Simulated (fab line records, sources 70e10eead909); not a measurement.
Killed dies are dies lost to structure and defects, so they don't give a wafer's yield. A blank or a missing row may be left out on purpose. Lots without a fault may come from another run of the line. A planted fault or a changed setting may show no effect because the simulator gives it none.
Chamber matching | flow nand_harc | NHARC_A_STAIRCASE_DEP_417 on pecvd-02: 3 sister chambers
The step deposits Si3N4, target thk 60 nm. 6 wafers are shown with their chamber, then 10 later ones without.

WAFERS WITH THEIR CHAMBER
wafer  | chamber | heater_power_w (W) | heater_power_outer_w (W)
L085.6 | 2       | 667                | 366
L088.3 | 0       | 723                | 453
L088.5 | 1       | 686                | 390
L088.6 | 0       | 732                | 456
L091.2 | 1       | 769                | 457
L091.3 | 2       | 722                | 419

WAFERS WITHOUT THEIR CHAMBER
wafer  | heater_power_w (W) | heater_power_outer_w (W)
L091.6 | 642                | 398
L093.3 | 696                | 397
L093.5 | 654                | 415
L093.6 | 784                | 447
L095.1 | 838                | 465
L095.4 | 639                | 406
L095.5 | 712                | 410
L097.1 | 845                | 486
L097.3 | 797                | 512
L097.4 | 844                | 483

WHICH CHAMBER EACH WENT THROUGH
wafer  | from the rows above          | in truth
L091.6 | can't be placed: 2 or 1 or 0 | 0
L093.3 | can't be placed: 2 or 1 or 0 | 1
L093.5 | can't be placed: 2 or 1 or 0 | 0
L093.6 | can't be placed: 0 or 1 or 2 | 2
L095.1 | can't be placed: 0 or 1 or 2 | 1
L095.4 | can't be placed: 2 or 1 or 0 | 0
L095.5 | can't be placed: 1 or 2 or 0 | 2
L097.1 | can't be placed: 0 or 1 or 2 | 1
L097.3 | can't be placed: 0 or 1 or 2 | 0
L097.4 | can't be placed: 0 or 1 or 2 | 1
Placed correctly: 0 of 10. Can't be placed from these rows: 10 (the true chamber is among the candidates in 10). Placed wrongly: 0.
How it was worked out, from the rows above alone: a wafer's distance from a chamber is the root of the sum, over the readings, of the square of ((its reading less the chamber's mean) divided by the reading's scatter). The wafer belongs to the nearest chamber; if the next one is less than 2 further off, it can't be placed. A chamber's mean is the mean of its shown wafers. The scatter: the root of (the sum of the squares of (reading less its chamber's mean) over the shown wafers, divided by (wafers less chambers)).
